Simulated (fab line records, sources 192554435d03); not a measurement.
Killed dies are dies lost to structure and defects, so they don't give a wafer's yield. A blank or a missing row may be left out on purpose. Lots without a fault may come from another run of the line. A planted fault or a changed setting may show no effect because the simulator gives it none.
Chamber matching | flow n5_finfet | N5_BEOL_M7_ETCH_61 on rie_diel-04: 4 sister chambers
The step etches SiARC in CF4, target depth 45.5 nm, time 75.8 s. 4 wafers are shown with their chamber, then 10 later ones without.

WAFERS WITH THEIR CHAMBER
wafer  | chamber | showerhead_plenum_p_Torr (Torr)
L080.3 | 0       | 2.10
L083.4 | 1       | 1.97
L093.1 | 2       | 2.17
L093.2 | 3       | 2.03

WAFERS WITHOUT THEIR CHAMBER
wafer  | showerhead_plenum_p_Torr (Torr)
L093.6 | 1.96
L094.1 | 1.96
L094.4 | 2.17
L094.5 | 2.17
L097.1 | 2.17
L097.2 | 1.96
L097.3 | 2.09
L097.4 | 1.96
L097.5 | 2.16
L097.6 | 2.09

WHICH CHAMBER EACH WENT THROUGH
wafer  | from the rows above | in truth
L093.6 | 1                   | 1
L094.1 | 1                   | 1
L094.4 | 2                   | 2
L094.5 | 2                   | 2
L097.1 | 2                   | 2
L097.2 | 1                   | 1
L097.3 | 0                   | 0
L097.4 | 1                   | 1
L097.5 | 2                   | 2
L097.6 | 0                   | 0
Placed correctly: 10 of 10. Can't be placed from these rows: 0. Placed wrongly: 0.
How it was worked out, from the rows above alone: a wafer's distance from a chamber is the root of the sum, over the readings, of the square of ((its reading less the chamber's mean) divided by the reading's scatter). The wafer belongs to the nearest chamber; if the next one is less than 2 further off, it can't be placed. A chamber's mean is the mean of its shown wafers. The scatter: with one shown wafer a chamber, the root of the mean of the squares of how far each hidden wafer lies from its nearest shown one.
